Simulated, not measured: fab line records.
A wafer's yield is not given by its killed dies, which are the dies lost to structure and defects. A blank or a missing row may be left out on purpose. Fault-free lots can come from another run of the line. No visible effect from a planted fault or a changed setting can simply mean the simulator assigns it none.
fab line records    flow nandHarc
record lots=11  wafers=33  lastDay=33
route steps=1302 shown A_SGD_CUT@904 A_SLIT@930 END@1302
lots that met no fault: taken from a fault-free run of the same line
startH: start of the lot's first displayed wafer, in hours after the record's first day    waitH: hours elapsed since this lot's preceding step    " unchanged from the row above    L1.1+2: one row covering several wafers at once    - no value, or no start was given    * or withheld: withheld    < > ~ a bound
route shown NAME@n: names a module that has steps shown in the file, with the first one's number in the route    usual: the fault-free wafers' mean and standard deviation    same: alike in all rows    chamber/n: place in a boat    sites: readings site by site    _std_site: the standard deviation of these    _edge_site: the outer-site mean with the inner-site mean subtracted    radiusMm: for every site, how far away it sits from the centre of the wafer    mask NAME#n: copy n    behind: the last tool/chamber to shape the wafer    hold: cause of the lot's hold/its duration in hours/its outcome    device: whichever transistor did not switch (one of n, p or np)    end of line: at the end of the route, the tests of the same wafers    a step without rows: its recipe alone    killed: at the first sort, the dies lost to defects and structure; wafer yield is something else    map: per-die view of a wafer (x killed, . not killed, _ where there is no die)
set.NAME: the run value of the setting; set.NAME@STEP: its run value at that earlier step    model.NAME: the simulator's own value behind a step, which no gauge read
a sample of lots followed through the steps of the route, with each step as a table and each wafer as a row
services: a tool's chamber out of use, with start hour (startH, from the record's first day; less than 0 if before it), hours out, and reason
## steps
# step NHARC_A_SGD_CUT_DESCUM_14
# recipe timeS=3  o2FlowSccm=200  arFlowSccm=0  biasPowerW=0  chemistry=O2
# usual drypumpMotorCurrentA=5.7/0.45  oesProductAu=1.002/0.01  rfVppV=57.9/1  showerheadPlenumPTorr=1.93/0.11  throttleValvePct=11.313/0.0089
# same timeS=3
lot.wafer  tool        chamber  startH  waitH  drypumpMotorCurrentA  oesProductAu  rfHoursCounterH  rfVppV  showerheadPlenumPTorr  throttleValvePct
L716.3     rieDiel-01  1        447.93  0.1    5.3                   1.004         4                57.9    2.05                   11.331
L716.6     "           0        "       "      4.9                   1.017         -                58.1    2.01                   11.308
L716.5     "           1        "       "      5.3                   1.004         -                57.9    2.05                   11.319
L715.1     rieDiel-02  3        448.17  0.1    5.4                   1.011         3                58.5    2.03                   11.326
L715.2     "           2        "       "      5.5                   1.004         3                56.8    1.84                   11.309
L715.5     "           3        "       "      5.4                   1.003         -                57.1    2.03                   11.319
L717.3     rieDiel-01  1        450.75  0.1    5.4                   0.995         5                58.4    2.05                   11.303
L717.2     "           3        "       "      6.0                   0.989         4                57.0    1.79                   11.315
L717.1     "           0        "       "      4.9                   1.006         4                58.0    2.01                   11.319
L718.2     rieDiel-02  3        460.48  0.1    5.4                   1.011         4                56.8    2.03                   11.316
L718.3     "           1        "       "      5.6                   1.034         4                57.5    1.97                   11.299
L718.6     "           3        "       "      5.4                   1.008         -                56.6    2.03                   11.332
L719.4     rieDiel-03  1        479.36  0.1    6.3                   0.993         0                59.4    2.04                   11.301
L719.2     "           3        "       "      5.0                   0.989         0                58.3    1.98                   11.304
L719.5     "           1        "       "      6.3                   1.005         -                58.5    2.04                   11.316
L723.1     rieDiel-01  2        506.18  0.1    6.3                   1.007         8                59.0    2.04                   11.321
L723.5     "           2        "       "      6.3                   1.010         -                59.2    2.04                   11.307
L723.6     "           3        "       "      6.0                   0.980         -                58.0    1.78                   11.312
L722.1     rieDiel-03  3        530.60  0.1    5.0                   1.005         2                58.5    1.98                   11.308
L722.3     "           0        "       "      5.9                   1.002         2                57.6    1.90                   11.308
L722.4     "           1        "       "      6.3                   0.981         2                58.8    2.04                   11.317
L724.1     rieDiel-01  2        537.22  0.1    6.3                   1.005         11               58.7    2.04                   11.311
L724.5     "           1        "       "      5.3                   1.021         -                57.4    2.05                   11.302
L724.6     "           2        "       "      6.3                   1.009         -                58.6    2.04                   11.314
L730.3     rieDiel-01  2        587.79  0.1    6.3                   0.995         1                59.9    2.04                   11.320
L730.5     "           3        "       "      5.9                   0.996         -                57.5    1.78                   11.297
L730.6     "           0        "       "      4.9                   1.014         -                58.0    2.00                   11.308
L733.2     rieDiel-01  3        606.04  0.1    5.9                   0.990         2                57.6    1.78                   11.312
L733.1     "           1        "       "      5.3                   1.015         2                58.4    2.05                   11.312
L733.5     "           0        "       "      4.9                   1.009         -                59.1    2.00                   11.300
L736.1     rieDiel-02  3        635.46  0.1    5.4                   1.005         6                57.5    2.03                   11.298
L736.3     "           0        "       "      6.2                   1.003         6                56.8    1.78                   11.324
L736.4     "           1        "       "      5.5                   1.004         5                58.2    1.96                   11.315
# step NHARC_A_SGD_CUT_STRIP_28
# recipe timeS=20  o2FlowSccm=500  arFlowSccm=0  biasW=0  chemistry=O2
# usual drypumpMotorCurrentA=5.6/0.45  oesProductAu=1.004/0.01  rfVppV=57.7/0.96  showerheadPlenumPTorr=3.57/0.17  throttleValvePct=17.037/0.0097
# same timeS=20
lot.wafer  tool        chamber  startH  waitH  drypumpMotorCurrentA  oesProductAu  rfHoursCounterH  rfVppV  showerheadPlenumPTorr  throttleValvePct
L717.1     rieDiel-03  3        -       -      5.0                   1.002         6                58.8    3.64                   17.046
L717.2     "           0        "       "      5.9                   0.994         7                57.9    3.51                   17.019
L717.3     "           1        "       "      6.3                   0.995         8                57.4    3.75                   17.050
L715.2     rieDiel-02  0        -       -      6.2                   1.012         4                55.7    3.31                   17.061
L715.1     "           1        "       "      5.5                   1.022         4                57.6    3.62                   17.051
L715.5     "           2        "       "      5.5                   1.005         -                57.7    3.39                   17.040
L716.3     rieDiel-01  3        -       -      5.9                   0.989         5                56.9    3.31                   17.043
L716.6     "           0        "       "      4.9                   1.017         -                58.8    3.69                   17.031
L716.5     "           1        "       "      5.4                   1.013         -                59.1    3.77                   17.046
L718.2     rieDiel-03  3        -       -      5.0                   1.000         0                57.1    3.64                   17.040
L718.3     "           0        "       "      6.0                   1.000         0                57.6    3.51                   17.024
L718.6     "           3        "       "      5.0                   0.992         -                57.4    3.64                   17.046
L719.2     rieDiel-02  1        485.91  0.1    5.5                   1.014         9                57.4    3.62                   17.044
L719.4     "           1        "       "      5.6                   1.028         -                57.4    3.62                   17.033
L719.5     "           2        "       "      5.5                   0.996         -                56.9    3.39                   17.042
L723.1     rieDiel-02  1        -       -      5.6                   1.008         11               57.5    3.62                   17.030
L723.6     "           1        "       "      5.6                   1.002         -                57.9    3.62                   17.050
L723.5     "           2        "       "      5.5                   0.993         -                55.6    3.39                   17.029
L722.3     rieDiel-02  0        537.18  0.1    6.2                   1.001         11               57.8    3.31                   17.037
L722.1     "           2        "       "      5.5                   1.009         13               56.7    3.39                   17.049
L722.4     "           0        "       "      6.2                   1.006         -                56.9    3.31                   17.036
L724.1     rieDiel-02  2        -       -      5.6                   1.004         13               58.5    3.39                   17.030
L724.5     "           3        "       "      5.4                   1.020         -                59.0    3.73                   17.049
L724.6     "           0        "       "      6.2                   1.016         -                55.8    3.31                   17.016
L730.3     rieDiel-02  1        -       -      5.5                   1.003         2                57.8    3.61                   17.041
L730.6     "           0        "       "      6.2                   1.009         -                56.6    3.31                   17.040
L730.5     "           1        "       "      5.6                   1.000         -                57.2    3.61                   17.046
L733.2     rieDiel-01  1        -       -      5.4                   1.002         3                57.9    3.76                   17.037
L733.1     "           3        "       "      6.0                   0.991         3                56.7    3.30                   17.041
L733.5     "           1        "       "      5.4                   1.018         -                57.9    3.76                   17.025
L736.3     rieDiel-01  0        -       -      4.9                   1.020         4                58.6    3.68                   17.042
L736.1     "           2        "       "      6.3                   0.995         4                59.0    3.74                   17.023
L736.4     "           3        "       "      6.0                   0.993         4                57.8    3.30                   17.037
# step NHARC_A_SGD_CUT_INSPECT_25
# usual rawDefectCount=364/96
lot.wafer  tool              chamber  startH  waitH  rawDefectCount
L717.1     defectInspect-01  -        455.69  -      542
L717.2     "                 -        "       "      448
L717.3     "                 -        "       "      447
L716.3     defectInspect-02  -        455.69  -      335
L716.5     "                 -        "       "      441
L716.6     "                 -        "       "      525
L715.1     defectInspect-02  -        455.70  -      367
L715.2     "                 -        "       "      331
L715.5     "                 -        "       "      388
L718.2     defectInspect-02  -        470.46  -      375
L718.3     "                 -        "       "      323
L718.6     "                 -        "       "      280
L719.2     defectInspect-02  -        486.02  -      309
L719.4     "                 -        "       "      416
L719.5     "                 -        "       "      334
L723.1     defectInspect-01  -        512.77  -      442
L723.5     "                 -        "       "      565
L723.6     "                 -        "       "      322
L722.1     defectInspect-02  -        537.28  -      329
L722.3     "                 -        "       "      321
L722.4     "                 -        "       "      443
L724.1     defectInspect-02  -        543.84  -      260
L724.5     "                 -        "       "      214
L724.6     "                 -        "       "      219
L730.3     defectInspect-02  -        594.20  -      359
L730.5     "                 -        "       "      333
L730.6     "                 -        "       "      288
L733.1     defectInspect-01  -        613.10  -      297
L733.2     "                 -        "       "      269
L733.5     "                 -        "       "      303
L736.1     defectInspect-02  -        642.54  -      292
L736.3     "                 -        "       "      332
L736.4     "                 -        "       "      379
# step NHARC_A_SLIT_EXPOSE_06
# recipe na=1.35  doseMj=60.82  maskId=SLIT
# usual exposureDoseMJCm2=60.77/0.061
lot.wafer  tool            chamber  startH  waitH  mask    exposureDoseMJCm2
L716.3     arfiScanner-03  0        460.47  -      SLIT#0  60.79
L716.5     "               0        "       "      SLIT#0  60.82
L716.6     "               0        "       "      SLIT#0  60.77
L717.1     arfiScanner-03  0        460.58  -      SLIT#0  60.73
L717.2     "               0        "       "      SLIT#0  60.78
L717.3     "               0        "       "      SLIT#0  60.72
L715.1     arfiScanner-03  0        462.20  -      SLIT#0  60.77
L715.2     "               0        "       "      SLIT#0  60.76
L715.5     "               0        "       "      SLIT#0  60.67
L718.2     arfiScanner-02  0        475.24  -      SLIT#0  60.87
L718.3     "               0        "       "      SLIT#0  60.87
L718.6     "               0        "       "      SLIT#0  60.83
L719.2     arfiScanner-02  0        493.59  -      SLIT#0  60.75
L719.4     "               0        "       "      SLIT#0  60.84
L719.5     "               0        "       "      SLIT#0  60.75
L723.1     arfiScanner-03  0        519.43  -      SLIT#0  60.85
L723.5     "               0        "       "      SLIT#0  60.83
L723.6     "               0        "       "      SLIT#0  60.77
L722.1     arfiScanner-02  0        542.08  -      SLIT#0  60.80
L722.3     "               0        "       "      SLIT#0  60.76
L722.4     "               0        "       "      SLIT#0  60.81
L724.1     arfiScanner-01  0        549.60  -      SLIT#0  60.73
L724.5     "               0        "       "      SLIT#0  60.70
L724.6     "               0        "       "      SLIT#0  60.74
L730.3     arfiScanner-01  0        600.76  -      SLIT#0  60.65
L730.5     "               0        "       "      SLIT#0  60.71
L730.6     "               0        "       "      SLIT#0  60.72
L733.1     arfiScanner-01  0        619.76  -      SLIT#0  40.55
L733.2     "               0        "       "      SLIT#0  40.64
L733.5     "               0        "       "      SLIT#0  40.70
L736.1     arfiScanner-01  0        648.08  -      SLIT#0  44.61
L736.3     "               0        "       "      SLIT#0  44.63
L736.4     "               0        "       "      SLIT#0  44.60
# step NHARC_A_SLIT_CD_MEAS_09
# recipe targetCdNm=300  landingEnergyEv=500
# usual cdNm=299.9/0.58
lot.wafer  tool      chamber  startH  waitH  hold                     cdNm
L716.3     cdSem-02  0        460.60  -      -                        299.8
L716.5     "         0        "       "      -                        299.8
L716.6     "         0        "       "      -                        299.4
L717.1     cdSem-03  0        460.72  -      -                        300.1
L717.2     "         0        "       "      -                        300.9
L717.3     "         0        "       "      -                        300.8
L715.1     cdSem-01  0        462.34  -      -                        299.3
L715.2     "         0        "       "      -                        299.6
L715.5     "         0        "       "      -                        300.8
L718.2     cdSem-02  0        475.38  -      -                        299.6
L718.3     "         0        "       "      -                        301.4
L718.6     "         0        "       "      -                        300.0
L719.2     cdSem-01  0        493.72  -      -                        298.8
L719.4     "         0        "       "      -                        299.6
L719.5     "         0        "       "      -                        299.4
L723.1     cdSem-02  0        519.57  -      -                        299.8
L723.5     "         0        "       "      -                        299.8
L723.6     "         0        "       "      -                        300.6
L722.1     cdSem-01  0        542.22  -      -                        300.0
L722.3     "         0        "       "      -                        300.6
L722.4     "         0        "       "      -                        299.6
L724.1     cdSem-02  0        549.74  -      -                        300.4
L724.5     "         0        "       "      -                        300.0
L724.6     "         0        "       "      -                        300.2
L730.3     cdSem-03  0        600.90  -      -                        299.7
L730.5     "         0        "       "      -                        299.9
L730.6     "         0        "       "      -                        299.9
L733.1     cdSem-01  0        619.90  -      awaitDispo/0.2h/release  284.8
L733.2     "         0        "       "      awaitDispo/0.2h/release  284.2
L733.5     "         0        "       "      awaitDispo/0.2h/release  283.9
L733.1     cdSem-01  0        -       -      -                        284.5
L733.2     "         0        "       "      -                        284.3
L733.5     "         0        "       "      -                        284.0
L736.1     cdSem-03  0        648.22  -      awaitDispo/0.2h/release  287.2
L736.3     "         0        "       "      awaitDispo/0.2h/release  287.0
L736.4     "         0        "       "      awaitDispo/0.2h/release  287.0
L736.1     cdSem-03  0        -       -      -                        287.3
L736.3     "         0        "       "      -                        287.0
L736.4     "         0        "       "      -                        287.1
# step NHARC_END_SORT_01
# recipe tempC=25
# usual killedAtArray=55/17  killedAtOther=1.1/1.6  killedAtPeriphery=3.8/2.5  killedDies=60/18  killedOpen=3.3/1.9  killedShort=2.5/1.7
# same grossDies=677
lot.wafer  tool       chamber  startH  waitH  killedAtArray  killedAtOther  killedAtPeriphery  killedDies  killedOpen  killedShort
L717.1     prober-02  0        572.46  2.5    70             0              3                  73          4           2
L717.2     prober-02  0        573.26  2.8    84             0              3                  87          5           2
L717.3     prober-02  0        574.05  3.1    67             0              0                  67          3           1
L716.3     prober-01  0        573.99  3.1    67             0              10                 77          7           1
L716.5     prober-01  0        575.59  3.7    74             1              8                  83          5           3
L716.6     prober-01  0        576.39  4.0    61             0              6                  67          4           3
L715.1     prober-01  0        580.15  2.5    80             0              6                  86          3           2
L715.2     prober-01  0        580.95  2.8    53             0              11                 64          1           2
L715.5     prober-01  0        583.35  3.7    49             0              4                  53          5           1
L718.2     prober-02  0        589.30  2.8    55             0              4                  59          0           3
L718.3     prober-02  0        590.11  3.1    75             2              6                  83          3           2
L718.6     prober-02  0        592.53  4.0    56             1              5                  62          3           1
L719.2     prober-01  0        602.43  2.8    79             4              4                  87          2           4
L719.4     prober-01  0        604.00  3.4    54             2              3                  59          3           1
L719.5     prober-01  0        604.79  3.6    63             3              1                  67          5           1
L723.1     prober-01  0        624.48  2.5    39             0              4                  43          4           5
L723.5     prober-01  0        627.64  3.7    36             0              2                  38          3           1
L723.6     prober-01  0        628.43  4.0    39             0              3                  42          0           4
L722.1     prober-01  0        659.74  2.5    92             0              2                  94          2           0
L722.3     prober-01  0        661.37  3.1    82             3              7                  92          3           1
L722.4     prober-01  0        662.19  3.4    77             0              3                  80          5           3
L724.1     prober-02  0        659.79  2.5    18             6              3                  27          5           2
L724.5     prober-02  0        662.92  3.6    19             7              4                  30          3           1
L724.6     prober-02  0        663.70  3.9    15             4              4                  23          3           1
L730.3     prober-01  0        720.68  3.1    54             0              7                  61          5           2
L730.5     prober-01  0        722.28  3.7    52             0              2                  54          1           2
L730.6     prober-01  0        723.09  4.0    49             0              2                  51          5           1
L733.1     prober-02  0        765.54  2.5    39             2              1                  42          9           2
L733.2     prober-02  0        766.34  2.8    32             0              3                  35          4           5
L733.5     prober-02  0        768.73  3.7    40             2              2                  44          1           3
L736.1     prober-01  0        780.06  2.5    65             5              1                  71          6           4
L736.3     prober-01  0        781.68  3.1    47             2              8                  57          2           2
L736.4     prober-01  0        782.49  3.4    62             4              5                  71          1           0
# killed by level:class
L717.1 A_CHANNEL_HOLE_D2:chamberFilmFlake=28 A_CHANNEL_HOLE_D1:chamberFilmFlake=25 A_CONTACT:chamberFilmFlake=9 P_CONTACT:geometricParticle:open=2 A_CHANNEL_FILL_D1:chamberFilmFlake=2 P_GATE:geometricParticle:open=1 A_ONON_D2:geometricParticle:short=1 A_CHANNEL_HOLE_D2:geometricParticle:short=1
L717.2 A_CHANNEL_HOLE_D1:chamberFilmFlake=40 A_CHANNEL_HOLE_D2:chamberFilmFlake=27 A_CONTACT:chamberFilmFlake=8 A_ZERO_WELL:chamberFilmFlake=2 P_M0:geometricParticle:open=1 P_M0:geometricParticle:short=1 A_CHANNEL_HOLE_D1:geometricParticle:open=1 A_DECK1_JOINT:geometricParticle:short=1
L716.3 A_CHANNEL_HOLE_D1:chamberFilmFlake=34 A_SLIT:chamberFilmFlake=11 A_CHANNEL_HOLE_D2:chamberFilmFlake=7 P_GATE:chamberFilmFlake=3 P_CONTACT:chamberFilmFlake=3 A_STAIRCASE:chamberFilmFlake=3 A_WL_FILL:chamberFilmFlake=3 A_ONON_D2:geometricParticle:open=2
L717.3 A_CHANNEL_HOLE_D1:chamberFilmFlake=27 A_CHANNEL_HOLE_D2:chamberFilmFlake=20 A_CONTACT:chamberFilmFlake=12 A_SLIT:chamberFilmFlake=2 A_STAIRCASE:geometricParticle:open=1 A_WL_FILL:geometricParticle:open=1 A_CONTACT:geometricParticle:open=1 A_M1:geometricParticle:short=1
L716.5 A_CHANNEL_HOLE_D1:chamberFilmFlake=34 A_SLIT:chamberFilmFlake=15 A_CHANNEL_HOLE_D2:chamberFilmFlake=7 A_STAIRCASE:chamberFilmFlake=6 A_CONTACT:chamberFilmFlake=5 P_CONTACT:chamberFilmFlake=4 P_CONTACT:geometricParticle:short=1 P_M0:geometricParticle:open=1
L716.6 A_SLIT:chamberFilmFlake=23 A_CHANNEL_HOLE_D1:chamberFilmFlake=19 A_CONTACT:chamberFilmFlake=5 A_CHANNEL_HOLE_D2:chamberFilmFlake=4 P_CONTACT:chamberFilmFlake=3 A_ONON_D1:geometricParticle:short=2 A_STAIRCASE:chamberFilmFlake=2 P_M0:geometricParticle:short=1
L715.1 A_CHANNEL_HOLE_D2:chamberFilmFlake=35 A_SLIT:chamberFilmFlake=26 A_STAIRCASE:chamberFilmFlake=4 P_GATE:chamberFilmFlake=3 A_CHANNEL_HOLE_D1:chamberFilmFlake=3 A_CONTACT:chamberFilmFlake=3 P_BONDPAD:chamberFilmFlake=2 A_CONTACT:unspecified=2
L715.2 A_SLIT:chamberFilmFlake=21 A_CHANNEL_HOLE_D2:chamberFilmFlake=20 P_BONDPAD:chamberFilmFlake=4 P_STI:chamberFilmFlake=3 P_GATE:chamberFilmFlake=3 A_CHANNEL_FILL_D1:chamberFilmFlake=3 A_STAIRCASE:chamberFilmFlake=3 A_CONTACT:chamberFilmFlake=3
L715.5 A_CHANNEL_HOLE_D2:chamberFilmFlake=22 A_SLIT:chamberFilmFlake=11 A_CHANNEL_FILL_D1:chamberFilmFlake=4 A_M0:geometricParticle:open=3 P_STI:chamberFilmFlake=2 A_STAIRCASE:chamberFilmFlake=2 A_CONTACT:chamberFilmFlake=2 P_M0:geometricParticle:open=1
L718.2 A_CHANNEL_HOLE_D1:chamberFilmFlake=33 A_SLIT:chamberFilmFlake=12 A_CHANNEL_HOLE_D2:chamberFilmFlake=4 P_M0:chamberFilmFlake=3 A_STAIRCASE:chamberFilmFlake=2 P_M0:geometricParticle:short=1 A_CHANNEL_FILL_D1:geometricParticle:short=1 A_ONON_D2:geometricParticle:short=1
L718.3 A_CHANNEL_HOLE_D1:chamberFilmFlake=35 A_SLIT:chamberFilmFlake=22 A_CHANNEL_HOLE_D2:chamberFilmFlake=8 A_STAIRCASE:chamberFilmFlake=3 A_CONTACT:chamberFilmFlake=3 P_STI:chamberFilmFlake=2 P_BONDPAD:chamberFilmFlake=2 P_M1:geometricParticle:open=1
L718.6 A_CHANNEL_HOLE_D1:chamberFilmFlake=31 A_SLIT:chamberFilmFlake=17 P_M0:chamberFilmFlake=3 A_CONTACT:chamberFilmFlake=3 P_CONTACT:geometricParticle:open=1 A_ONON_D1:geometricParticle:open=1 A_WL_FILL:geometricParticle:short=1 A_BLC:geometricParticle:open=1
L719.2 A_CHANNEL_HOLE_D2:chamberFilmFlake=37 A_SLIT:chamberFilmFlake=30 A_CONTACT:chamberFilmFlake=6 A_CHANNEL_HOLE_D1:chamberFilmFlake=3 THIN_TSV:chamberFilmFlake=3 P_M0:geometricParticle:short=2 A_WL_FILL:chamberFilmFlake=2 P_CONTACT:geometricParticle:short=1
L719.4 A_CHANNEL_HOLE_D2:chamberFilmFlake=32 A_SLIT:chamberFilmFlake=11 A_CONTACT:chamberFilmFlake=7 A_CHANNEL_HOLE_D1:chamberFilmFlake=2 THIN_TSV:chamberFilmFlake=2 P_M0:geometricParticle:open=1 P_M1:geometricParticle:open=1 P_M2:geometricParticle:open=1
L719.5 A_CHANNEL_HOLE_D2:chamberFilmFlake=28 A_SLIT:chamberFilmFlake=17 A_CONTACT:chamberFilmFlake=7 THIN_TSV:chamberFilmFlake=3 A_SGD_CUT:chamberFilmFlake=2 A_SOURCE_PLATE:geometricParticle:open=1 A_SOURCE_PLATE:geometricParticle:short=1 A_CHANNEL_HOLE_D2:geometricParticle:open=1
L723.1 A_CHANNEL_HOLE_D2:chamberFilmFlake=18 A_CHANNEL_HOLE_D1:chamberFilmFlake=3 A_STAIRCASE:chamberFilmFlake=3 A_CONTACT:chamberFilmFlake=2 A_M1:chamberFilmFlake=2 P_M0:geometricParticle:open=1 P_M1:geometricParticle:open=1 A_SOURCE_PLATE:geometricParticle:short=1
L723.5 A_CHANNEL_HOLE_D2:chamberFilmFlake=9 A_CONTACT:chamberFilmFlake=7 A_CHANNEL_HOLE_D1:chamberFilmFlake=6 A_M1:chamberFilmFlake=4 A_STAIRCASE:chamberFilmFlake=2 A_SLIT:chamberFilmFlake=2 P_M0:geometricParticle:open=1 P_M1:geometricParticle:open=1
L723.6 A_CHANNEL_HOLE_D2:chamberFilmFlake=8 A_CONTACT:chamberFilmFlake=8 A_CHANNEL_HOLE_D1:chamberFilmFlake=7 A_M1:chamberFilmFlake=5 A_BLC:chamberFilmFlake=3 A_STAIRCASE:chamberFilmFlake=2 A_SLIT:chamberFilmFlake=2 P_CONTACT:geometricParticle:short=1
L722.1 A_CHANNEL_HOLE_D1:chamberFilmFlake=36 A_SLIT:chamberFilmFlake=34 A_STAIRCASE:chamberFilmFlake=9 A_CHANNEL_HOLE_D2:chamberFilmFlake=8 A_CONTACT:chamberFilmFlake=3 P_GATE:chamberFilmFlake=2 A_STAIRCASE:geometricParticle:open=1 A_CONTACT:geometricParticle:open=1
L724.1 A_CHANNEL_HOLE_D1:chamberFilmFlake=6 THIN_TSV:chamberFilmFlake=5 A_CONTACT:chamberFilmFlake=4 A_WL_FILL:geometricParticle:short=2 P_ZERO_WELL:chamberFilmFlake=2 P_GATE:geometricParticle:open=1 A_ONON_D2:geometricParticle:open=1 A_CONTACT:geometricParticle:open=1
L722.3 A_CHANNEL_HOLE_D1:chamberFilmFlake=34 A_SLIT:chamberFilmFlake=24 A_CHANNEL_HOLE_D2:chamberFilmFlake=10 A_CONTACT:chamberFilmFlake=7 A_STAIRCASE:chamberFilmFlake=5 THIN_TSV:chamberFilmFlake=3 P_ZERO_WELL:chamberFilmFlake=2 P_GATE:chamberFilmFlake=2
L722.4 A_CHANNEL_HOLE_D1:chamberFilmFlake=42 A_SLIT:chamberFilmFlake=12 A_CHANNEL_HOLE_D2:chamberFilmFlake=9 A_STAIRCASE:chamberFilmFlake=3 A_CONTACT:chamberFilmFlake=3 P_M0:geometricParticle:short=1 P_M1:geometricParticle:open=1 A_SOURCE_PLATE:geometricParticle:open=1
L724.5 A_CHANNEL_HOLE_D1:chamberFilmFlake=8 THIN_TSV:chamberFilmFlake=7 A_CONTACT:chamberFilmFlake=3 P_ZERO_WELL:chamberFilmFlake=2 A_SLIT:chamberFilmFlake=2 P_M2:geometricParticle:open=1 A_ONON_D1:geometricParticle:open=1 A_ONON_D2:geometricParticle:open=1
L724.6 A_CHANNEL_HOLE_D1:chamberFilmFlake=8 THIN_TSV:chamberFilmFlake=4 A_CONTACT:chamberFilmFlake=3 P_GATE:geometricParticle:short=1 P_GATE:geometricParticle:open=1 A_ONON_D1:geometricParticle:open=1 A_BLC:geometricParticle:open=1 P_ZERO_WELL:chamberFilmFlake=1
L730.3 A_CHANNEL_HOLE_D1:chamberFilmFlake=33 A_CONTACT:chamberFilmFlake=7 A_SLIT:chamberFilmFlake=4 A_BONDPAD:chamberFilmFlake=4 P_ZERO_WELL:chamberFilmFlake=2 P_GATE:geometricParticle:open=1 P_CONTACT:geometricParticle:open=1 P_M0:geometricParticle:open=1
L730.5 A_CHANNEL_HOLE_D1:chamberFilmFlake=38 A_CONTACT:chamberFilmFlake=4 A_ZERO_WELL:chamberFilmFlake=3 A_BONDPAD:chamberFilmFlake=3 A_SLIT:chamberFilmFlake=2 P_CONTACT:geometricParticle:open=1 A_SGD_CUT:geometricParticle:short=1 A_M1:geometricParticle:short=1
L730.6 A_CHANNEL_HOLE_D1:chamberFilmFlake=26 A_CHANNEL_FILL_D1:chamberFilmFlake=5 A_CONTACT:chamberFilmFlake=5 A_SLIT:chamberFilmFlake=3 A_BONDPAD:chamberFilmFlake=3 A_SGD_CUT:geometricParticle:open=2 A_STAIRCASE:chamberFilmFlake=2 P_STI:geometricParticle:open=1
L733.1 A_CHANNEL_HOLE_D1:chamberFilmFlake=12 A_SLIT:chamberFilmFlake=8 A_STAIRCASE:chamberFilmFlake=4 A_CONTACT:chamberFilmFlake=3 A_CHANNEL_FILL_D1:geometricParticle:open=2 A_ONON_D2:geometricParticle:short=2 A_WL_FILL:geometricParticle:open=2 A_BLC:geometricParticle:open=2
L733.2 A_STAIRCASE:chamberFilmFlake=8 A_CHANNEL_HOLE_D1:chamberFilmFlake=7 A_SLIT:chamberFilmFlake=4 A_M1:geometricParticle:open=2 P_ZERO_WELL:chamberFilmFlake=2 A_CONTACT:chamberFilmFlake=2 A_CHANNEL_HOLE_D1:geometricParticle:short=1 A_CHANNEL_FILL_D1:geometricParticle:short=1
L733.5 A_STAIRCASE:chamberFilmFlake=12 A_CHANNEL_HOLE_D1:chamberFilmFlake=9 A_SLIT:chamberFilmFlake=8 A_CONTACT:chamberFilmFlake=5 A_DECK1_JOINT:geometricParticle:short=2 P_STI:chamberFilmFlake=2 THIN_TSV:chamberFilmFlake=2 A_CHANNEL_HOLE_D2:geometricParticle:short=1
L736.1 A_CONTACT:chamberFilmFlake=16 A_CHANNEL_HOLE_D2:chamberFilmFlake=15 A_CHANNEL_HOLE_D1:chamberFilmFlake=14 A_SLIT:chamberFilmFlake=11 THIN_TSV:chamberFilmFlake=5 A_CHANNEL_FILL_D2:geometricParticle:short=2 A_CHANNEL_FILL_D2:geometricParticle:open=2 P_CONTACT:geometricParticle:open=1
L736.3 A_CONTACT:chamberFilmFlake=13 A_CHANNEL_HOLE_D2:chamberFilmFlake=12 A_SLIT:chamberFilmFlake=9 A_CHANNEL_HOLE_D1:chamberFilmFlake=6 P_M0:chamberFilmFlake=5 A_STAIRCASE:chamberFilmFlake=3 THIN_TSV:chamberFilmFlake=2 P_M0:geometricParticle:open=1
L736.4 A_CHANNEL_HOLE_D2:chamberFilmFlake=20 A_CHANNEL_HOLE_D1:chamberFilmFlake=13 A_CONTACT:chamberFilmFlake=13 A_SLIT:chamberFilmFlake=11 P_M0:chamberFilmFlake=4 THIN_TSV:chamberFilmFlake=4 A_STAIRCASE:chamberFilmFlake=2 A_BLC:geometricParticle:open=1
## services
tool            chamber  startH  hours  kind
rieDiel-02      0        427.20  -      clean
rieDiel-02      1        427.20  -      clean
rieDiel-02      2        427.20  -      clean
rieDiel-03      -        458.30  9.0    pm
arfiScanner-03  -        471.88  0.9    repair
rieDiel-02      0        478.97  12.4   repair
arfiScanner-01  -        480.59  1.2    repair
arfiScanner-02  -        488.87  4.0    pm
arfiScanner-03  -        489.33  0.2    repair
arfiScanner-01  -        489.67  2.9    repair
arfiScanner-02  -        503.87  5.8    repair
rieDiel-03      3        505.74  5.3    repair
arfiScanner-01  -        522.99  4.0    pm
rieDiel-02      1        533.92  8.9    repair
arfiScanner-03  -        540.08  4.0    pm
rieDiel-01      3        554.33  4.1    repair
rieDiel-01      -        557.82  9.0    pm
rieDiel-02      -        570.96  9.0    pm
arfiScanner-02  -        580.04  0.6    repair
arfiScanner-03  -        612.48  1.1    repair
arfiScanner-01  -        613.95  0.6    repair
arfiScanner-03  -        628.29  6.8    repair
rieDiel-03      -        635.30  9.0    pm
rieDiel-01      1        642.48  3.9    repair
## key
firstSign step=NHARC_A_SLIT_EXPOSE_06  reading=exposureDoseMJCm2  direction=down  sigmas=99+  usual=60.77  struck=42.62
effect step=NHARC_A_SLIT_CD_MEAS_09  reading=visit  direction=added  through=controlLoop
effect step=NHARC_A_SLIT_CD_MEAS_09  reading=cdNm  direction=down  sigmas=25  usual=299.9  struck=285.7  through=controlLoop
metAt NHARC_A_SLIT_EXPOSE_06
struckLots L733,L736
testerLeftOut L733,L736
loopTrim step=NHARC_A_SLIT_EXPOSE_06  setting=dose  lots=L736
notActingAt NHARC_A_SGD_CUT_DESCUM_14,NHARC_A_SGD_CUT_STRIP_28,NHARC_A_SGD_CUT_INSPECT_25
onsetBetween 600.76 619.76
fault kind=processParameterDrift  tool=arfiScanner-01  chamber=-  onsetH=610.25  steps=NHARC_A_SLIT_EXPOSE_06  channel=doseMj  offset=-20.142  shape=step  actsIn=theseRecipesOnly  stated=60.82
# testerLeftOut: of these lots the tester's yield and bins aren't shown, on N5 and GAA mostly nor the transistor test; their killed dies are dies lost to structure and defects alone, not to doping, threshold or leakage, so they don't give the yield
# loopTrim: a control loop set the setting to another value than it would have without faults
